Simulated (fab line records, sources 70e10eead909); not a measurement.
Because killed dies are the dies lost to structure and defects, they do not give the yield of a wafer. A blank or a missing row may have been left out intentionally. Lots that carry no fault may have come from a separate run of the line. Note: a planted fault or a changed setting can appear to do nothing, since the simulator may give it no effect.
3 desks looking at one fault | flow nand-harc | what lay behind the numbers comes last; until then each desk has only its own

METROLOGY DESK
What the gauges read, lot by lot, whatever tool the lot ran on: means of the sampled wafers that have a number. The brackets show how far a lot's mean lies from the usual mean; more than 4 standard deviations puts the lot out of limits, marked OUT.
Columns: A = cd-nm at NHARC_A_ZERO_WELL_CD_MEAS_10, usual 1999.1 nm; B = thk-nm at NHARC_A_SOURCE_PLATE_THK_MEAS_09, usual 9.8 nm; C = thk-nm at NHARC_A_SOURCE_PLATE_THK_MEAS_06, usual 199.7 nm
lot  | first seen here | A      | B    | C
L642 | day 7 09:28     | 2000.3 | 9.9  | 198.7
L653 | day 9 20:42     | 1999.7 | 9.5  | 197.9
L655 | day 10 08:37    | 1999.6 | 11.9 | 198.1
L656 | day 10 12:39    | 2002.7 | 10.0 | 198.9
L657 | day 10 18:38    | 1998.8 | 8.7  | 199.8
L663 | day 12 10:37    | 1997.7 | 9.4  | 196.9
This desk's finding: nothing out of limits on any of the 6 lots.

THE DEFECT DESK
Lot by lot, what the route's inspections counted, given as the mean of those sampled wafers with a number. The brackets show how far a lot's mean lies from the usual mean; more than 4 standard deviations puts the lot out of limits, marked OUT.
Columns: A = raw-defect-count at NHARC_A_ZERO_WELL_INSPECT_17, usual 12; B = raw-defect-count at NHARC_A_SOURCE_PLATE_INSPECT_08, usual 55
lot  | first seen here | A             | B
L642 | day 7 10:56     | 8             | 51
L653 | day 9 22:14     | 10            | 46
L655 | day 10 10:08    | 271 (+44) OUT | 328 (+13) OUT
L656 | day 10 14:13    | 12            | 46
L657 | day 10 20:08    | 530 (+88) OUT | 588 (+25) OUT
L663 | day 12 12:04    | 10            | 49
This desk's finding: out of limits on L655, L657; first on L655, day 10 10:08 (raw-defect-count at NHARC_A_ZERO_WELL_INSPECT_17). L642, L653, L656, L663 stayed within limits.

THE TOOL OWNER'S DESK: rie-si-05
The tool's own readings at NHARC_A_ZERO_WELL_ETCH_13 (etches the open film in HBr/Cl2, target depth 120 nm, time 40.1 s): means of the sampled wafers that have a number, for each lot that ran on this tool. The brackets show how far a lot's mean lies from the usual mean; more than 4 standard deviations puts the lot out of limits, marked OUT.
Columns: A = drypump-motor-current-A at NHARC_A_ZERO_WELL_ETCH_13, usual 5.7 A; B = oes-product-au at NHARC_A_ZERO_WELL_ETCH_13, usual 0.999 a.u.; C = throttle-valve-pct at NHARC_A_ZERO_WELL_ETCH_13, usual 26.405 %
lot  | first seen here | A   | B     | C
L653 | day 9 21:05     | 5.6 | 0.983 | 26.407
L655 | day 10 08:59    | 5.7 | 0.997 | 26.410
L657 | day 10 18:59    | 5.9 | 0.989 | 26.401
This desk's finding: nothing out of limits on any of the 3 lots.

ALL TOGETHER
The defect desk could have raised an alarm at day 10 10:08, on L655, L657.
Nothing out of limits was seen by the metrology desk.
Nothing out of limits was seen by the tool owner's desk.
The metrology desk holds a record of L655, L657, inside its limits.
The tool owner's desk has L655, L657 on record, within its limits.
The lots listed all ran NHARC_A_ZERO_WELL_ETCH_13 on rie-si-05.

WHAT THE SIMULATOR PUT IN
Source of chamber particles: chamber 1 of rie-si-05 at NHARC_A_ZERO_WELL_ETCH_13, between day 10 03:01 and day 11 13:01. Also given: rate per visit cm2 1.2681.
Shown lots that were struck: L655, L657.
Hours from the fault's start to each desk's first reading out of limits: the defect desk, 7.
